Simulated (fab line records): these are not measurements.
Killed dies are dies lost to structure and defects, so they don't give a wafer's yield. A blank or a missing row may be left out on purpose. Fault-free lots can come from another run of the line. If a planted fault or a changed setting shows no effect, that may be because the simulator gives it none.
Matching of chambers    flow n5Finfet    rieDiel-01 running N5_BEOL_M0_SAQP_ETCH_106: 4 sister chambers
The step etches SOC in N2/H2, stops on SiNx, target depth 150 nm. 4 wafers are shown with their chamber, then 9 later ones without.

## WAFERS PAIRED WITH THEIR CHAMBERS
wafer   chamber  showerheadPlenumPTorr (Torr)
L078.3  3        2.49
L082.3  2        2.71
L082.5  1        2.55
L082.6  0        2.46

## WAFERS MISSING THEIR CHAMBER
wafer   showerheadPlenumPTorr (Torr)
L087.3  2.54
L087.4  2.46
L087.6  2.71
L088.3  2.49
L088.5  2.71
L088.6  2.54
L090.2  2.71
L090.4  2.46
L090.5  2.54

## THE CHAMBER EACH PASSED THROUGH
wafer   from the rows above  in truth
L087.3  1                    1
L087.4  0                    0
L087.6  2                    2
L088.3  3                    3
L088.5  2                    2
L088.6  1                    1
L090.2  2                    2
L090.4  0                    0
L090.5  1                    1
Correctly placed: 9 of 9. Left unplaced by these rows: 0. Number placed wrongly: 0.
How it was worked out, from the rows above alone: a wafer's distance from a chamber is the root of the sum, over the readings, of the square of ((its reading less the chamber's mean) divided by the reading's scatter). If the next closest chamber is less than 2 further off than the closest, the wafer can't be placed; otherwise it belongs to the closest. Each chamber's mean is taken over the wafers shown for it. The scatter (one wafer shown for each chamber): square how far every hidden wafer sits from the nearest shown wafer, average those squares and take the square root.
